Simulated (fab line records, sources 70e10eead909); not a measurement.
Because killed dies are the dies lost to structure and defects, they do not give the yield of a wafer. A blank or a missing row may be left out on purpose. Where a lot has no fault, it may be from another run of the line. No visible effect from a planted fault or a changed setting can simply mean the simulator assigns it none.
Which tool is to blame? | flow nand harc | 11 lots, 33 wafers sampled, at 5 steps of a route of 1302

WHAT THE GAUGES READ, wafer by wafer
The record holds no reading of a measuring or inspecting step that can be judged against a usual standard deviation.

WHAT TOOL EACH LOT RAN ON (gives the tool, then ch and the chambers of the sampled wafers, and finally the start)
lot  | NHARC_A_CHANNEL_HOLE_D2_ETCH_38    | NHARC_A_CHANNEL_HOLE_D2_ETCH_22  | NHARC_A_CHANNEL_HOLE_D2_ETCH_27  | NHARC_A_CHANNEL_HOLE_D2_XSEM_32 | NHARC_A_CHANNEL_FILL_D2_ALD_15
L336 | rie diel-09 ch 1,2,3, day 13 03:26 | har etch-02 ch 0,1, day 13 05:23 | har etch-02 ch 0,1, day 13 08:32 | xsem-02 ch 0, day 13 10:10      | ald sin batch-03 ch 0, no start
L335 | rie diel-09 ch 0,1,2, day 13 04:51 | har etch-02 ch 0,1, day 13 09:35 | har etch-02 ch 0,1, day 13 12:41 | xsem-02 ch 0, day 13 14:47      | ald sin batch-02 ch 0, no start
L337 | rie diel-12 ch 0,3, day 13 23:17   | har etch-02 ch 0,1, day 14 01:14 | har etch-02 ch 0,1, day 14 04:21 | xsem-02 ch 0, day 14 05:59      | ald sin batch-01 ch 0, no start
L338 | rie diel-02 ch 1,2,3, day 14 13:29 | har etch-02 ch 0,1, day 14 17:25 | har etch-02 ch 0,1, day 14 20:34 | xsem-02 ch 0, day 14 22:22      | ald sin batch-03 ch 0, no start
L339 | rie diel-12 ch 1,2,3, day 14 13:41 | har etch-01 ch 0,1, day 14 21:01 | har etch-01 ch 0,1, day 15 00:00 | xsem-01 ch 0, day 15 01:44      | ald sin batch-03 ch 0, no start
L341 | rie diel-09 ch 2,3, day 15 22:34   | har etch-01 ch 0,1, day 16 00:37 | har etch-01 ch 0,1, day 16 03:40 | xsem-02 ch 0, day 16 05:18      | ald sin batch-02 ch 0, no start
L345 | rie diel-02 ch 0,1,3, day 16 22:55 | har etch-01 ch 0,1, day 17 00:59 | har etch-01 ch 0,1, day 17 04:03 | xsem-01 ch 0, day 17 05:41      | ald sin batch-02 ch 0, no start
L350 | rie diel-09 ch 2,3, day 19 15:36   | har etch-02 ch 0,1, day 19 17:50 | har etch-02 ch 0,1, day 19 20:46 | xsem-02 ch 0, day 19 22:19      | ald sin batch-03 ch 0, no start
L353 | rie diel-09 ch 1,2,3, day 20 17:55 | har etch-02 ch 0,1, day 20 21:02 | har etch-02 ch 0,1, day 21 00:10 | xsem-02 ch 0, day 21 01:48      | ald sin batch-02 ch 0, no start
L357 | rie diel-12 ch 1,2,3, day 21 20:34 | har etch-01 ch 0,1, day 21 22:44 | har etch-01 ch 0,1, day 22 01:43 | xsem-02 ch 0, day 22 03:18      | ald sin batch-02 ch 0, no start
L355 | rie diel-12 ch 1,2,3, day 21 20:58 | har etch-01 ch 0,1, day 22 02:48 | har etch-01 ch 0,1, day 22 05:52 | xsem-02 ch 0, day 22 07:28      | ald sin batch-02 ch 0, no start
- NHARC_A_CHANNEL_HOLE_D2_ETCH_38: etches the open film in CF4, target depth 39 nm, time 65 s.
- NHARC_A_CHANNEL_HOLE_D2_ETCH_22: etches the open film in C4F8/O2/Ar, time 666.7 s, target depth 1600 nm.
- NHARC_A_CHANNEL_HOLE_D2_ETCH_27: etches the open film in C4F8/O2/Ar, time 90 s, target depth 400 nm.
- NHARC_A_CHANNEL_HOLE_D2_XSEM_32
- NHARC_A_CHANNEL_FILL_D2_ALD_15: deposits SiNx, target thk 2 nm, pulse time 60 s, ald cycles 19.

AS READ BY THE TOOLS THEMSELVES (means over the sampled wafers that have a number; for cases with no such wafer, the mark the record gives instead)
NHARC_A_CHANNEL_HOLE_D2_ETCH_38. Usual: drypump motor current A 5.8 A, standard deviation 0.37; oes product au 0.999 a.u., standard deviation 0.013; rf vpp V 151.3 V, standard deviation 1; showerhead plenum p Torr 1.77 Torr, standard deviation 0.04; throttle valve pct 13.284 %, standard deviation 0.0086.
lot  | tool        | drypump motor current A (A) | oes product au (a.u.) | rf vpp V (V) | showerhead plenum p Torr (Torr) | throttle valve pct (%) | flag
L336 | rie diel-09 | 6.2                         | 0.998                 | 151.4        | 1.79                            | 13.274                 |
L335 | rie diel-09 | 5.9                         | 0.985                 | 151.3        | 1.77                            | 13.289                 |
L337 | rie diel-12 | 5.9                         | 0.992                 | 151.8        | 1.80                            | 13.278                 |
L338 | rie diel-02 | 5.7                         | 1.011                 | 151.4        | 1.77                            | 13.287                 |
L339 | rie diel-12 | 5.9                         | 1.003                 | 150.6        | 1.74                            | 13.289                 |
L341 | rie diel-09 | 6.2                         | 1.003                 | 151.8        | 1.78                            | 13.277                 |
L345 | rie diel-02 | 5.7                         | 1.004                 | 151.8        | 1.77                            | 13.273                 |
L350 | rie diel-09 | 6.1                         | 0.995                 | 150.8        | 1.80                            | 13.281                 |
L353 | rie diel-09 | 6.2                         | 0.993                 | 150.9        | 1.79                            | 13.288                 |
L357 | rie diel-12 | 5.9                         | 1.006                 | 150.7        | 1.74                            | 13.290                 |
L355 | rie diel-12 | 5.9                         | 1.011                 | 150.6        | 1.74                            | 13.282                 |

NHARC_A_CHANNEL_HOLE_D2_ETCH_22. Usual: c4f8 flow sccm 89.33 sccm, standard deviation 0.27; drypump motor current A 6.0 A, standard deviation 0.46; showerhead plenum p Torr 3.62 Torr, standard deviation 0.14; throttle valve pct 32.156 %, standard deviation 0.0096.
lot  | tool        | c4f8 flow sccm (sccm) | drypump motor current A (A) | showerhead plenum p Torr (Torr) | throttle valve pct (%) | flag
L336 | har etch-02 | 89.62                 | 5.6                         | 3.60                            | 32.149                 |
L335 | har etch-02 | 89.44                 | 5.5                         | 3.60                            | 32.157                 |
L337 | har etch-02 | 89.33                 | 5.5                         | 3.59                            | 32.148                 |
L338 | har etch-02 | 89.31                 | 5.6                         | 3.55                            | 32.162                 |
L339 | har etch-01 | 89.41                 | 6.5                         | 3.56                            | 32.155                 |
L341 | har etch-01 | 89.12                 | 6.5                         | 3.55                            | 32.155                 |
L345 | har etch-01 | 88.96                 | 6.5                         | 3.54                            | 32.157                 |
L350 | har etch-02 | 89.66                 | 5.6                         | 3.81                            | 32.149                 |
L353 | har etch-02 | 89.25                 | 5.6                         | 3.70                            | 32.157                 |
L357 | har etch-01 | 89.37                 | 6.5                         | 3.57                            | 32.164                 |
L355 | har etch-01 | 89.40                 | 6.4                         | 3.57                            | 32.146                 |

NHARC_A_CHANNEL_HOLE_D2_ETCH_27. Usual: c4f8 flow sccm 41.71 sccm, standard deviation 0.12; drypump motor current A 6.0 A, standard deviation 0.46; showerhead plenum p Torr 3.66 Torr, standard deviation 0.14; throttle valve pct 27.619 %, standard deviation 0.0094.
lot  | tool        | c4f8 flow sccm (sccm) | drypump motor current A (A) | showerhead plenum p Torr (Torr) | throttle valve pct (%) | flag
L336 | har etch-02 | 41.62                 | 5.6                         | 3.64                            | 27.620                 |
L335 | har etch-02 | 41.73                 | 5.5                         | 3.63                            | 27.619                 |
L337 | har etch-02 | 41.79                 | 5.6                         | 3.63                            | 27.624                 |
L338 | har etch-02 | 41.64                 | 5.6                         | 3.58                            | 27.625                 |
L339 | har etch-01 | 41.67                 | 6.5                         | 3.59                            | 27.619                 |
L341 | har etch-01 | 41.57                 | 6.5                         | 3.58                            | 27.611                 |
L345 | har etch-01 | 41.60                 | 6.5                         | 3.58                            | 27.615                 |
L350 | har etch-02 | 41.73                 | 5.6                         | 3.85                            | 27.612                 |
L353 | har etch-02 | 41.71                 | 5.5                         | 3.74                            | 27.617                 |
L357 | har etch-01 | 41.73                 | 6.5                         | 3.60                            | 27.620                 |
L355 | har etch-01 | 41.86                 | 6.5                         | 3.60                            | 27.617                 |

NHARC_A_CHANNEL_HOLE_D2_XSEM_32. Usual: bot cd nm 74.6 nm, standard deviation 1.7; bow nm 8.59 nm, standard deviation 0.23; tilt deg 0.08 degrees, standard deviation 0.043.
lot  | tool    | bot cd nm (nm) | bow nm (nm) | tilt deg (degrees) | flag
L336 | xsem-02 | 74.8           | 8.88        | 0.06               |
L335 | xsem-02 | 76.6           | 8.82        | 0.06               |
L337 | xsem-02 | 74.6           | 8.88        | 0.02               |
L338 | xsem-02 | 74.0           | 8.28        | 0.14               |
L339 | xsem-01 | 71.8           | 8.47        | 0.05               |
L341 | xsem-02 | 75.9           | 8.38        | 0.05               |
L345 | xsem-01 | 75.5           | 8.47        | 0.04               |
L350 | xsem-02 | 76.1           | 9.47        | 0.06               | OFF
L353 | xsem-02 | 75.1           | 11.71       | 0.08               | OFF
L357 | xsem-02 | 76.5           | 8.65        | 0.04               |
L355 | xsem-02 | 74.3           | 8.33        | 0.05               |

NHARC_A_CHANNEL_FILL_D2_ALD_15. Usual: precursor pulse height rel at 0.996, with a standard deviation of 0.018.
lot  | tool             | precursor pulse height rel | flag
L336 | ald sin batch-03 | 0.991                      |
L335 | ald sin batch-02 | 0.991                      |
L337 | ald sin batch-01 | 0.992                      |
L338 | ald sin batch-03 | 0.998                      |
L339 | ald sin batch-03 | 1.014                      |
L341 | ald sin batch-02 | 0.996                      |
L345 | ald sin batch-02 | 1.002                      |
L350 | ald sin batch-03 | 1.015                      |
L353 | ald sin batch-02 | 1.000                      |
L357 | ald sin batch-02 | 1.006                      |
L355 | ald sin batch-02 | 0.998                      |

THE ANSWER, worked out from the rows above alone
Rule: take the mean of a lot's wafers that have a number; if it is more than 3 standard deviations from the usual mean, the lot is off. Also off: a lot with no number at a reading for which 4 or more lots have one. The other lots that the step has rows for count as sound. Order of review: gauges by route order, followed by the tools' own readings, for which a lot's mean as printed above is used. At the first step where some lot is off, the reading lying furthest off is the one used; lots without a number count as furthest.
Off, at NHARC_A_CHANNEL_HOLE_D2_XSEM_32 on bow nm: L350, L353.
A tool fits if, at that step or a process step before it, it ran every lot that is off, and no sound lot after the first of them. This does not decide it: 2 tools fit, namely rie diel-09 at NHARC_A_CHANNEL_HOLE_D2_ETCH_38 and har etch-02 at NHARC_A_CHANNEL_HOLE_D2_ETCH_22 and NHARC_A_CHANNEL_HOLE_D2_ETCH_27.

WHAT THE SIMULATOR PUT IN
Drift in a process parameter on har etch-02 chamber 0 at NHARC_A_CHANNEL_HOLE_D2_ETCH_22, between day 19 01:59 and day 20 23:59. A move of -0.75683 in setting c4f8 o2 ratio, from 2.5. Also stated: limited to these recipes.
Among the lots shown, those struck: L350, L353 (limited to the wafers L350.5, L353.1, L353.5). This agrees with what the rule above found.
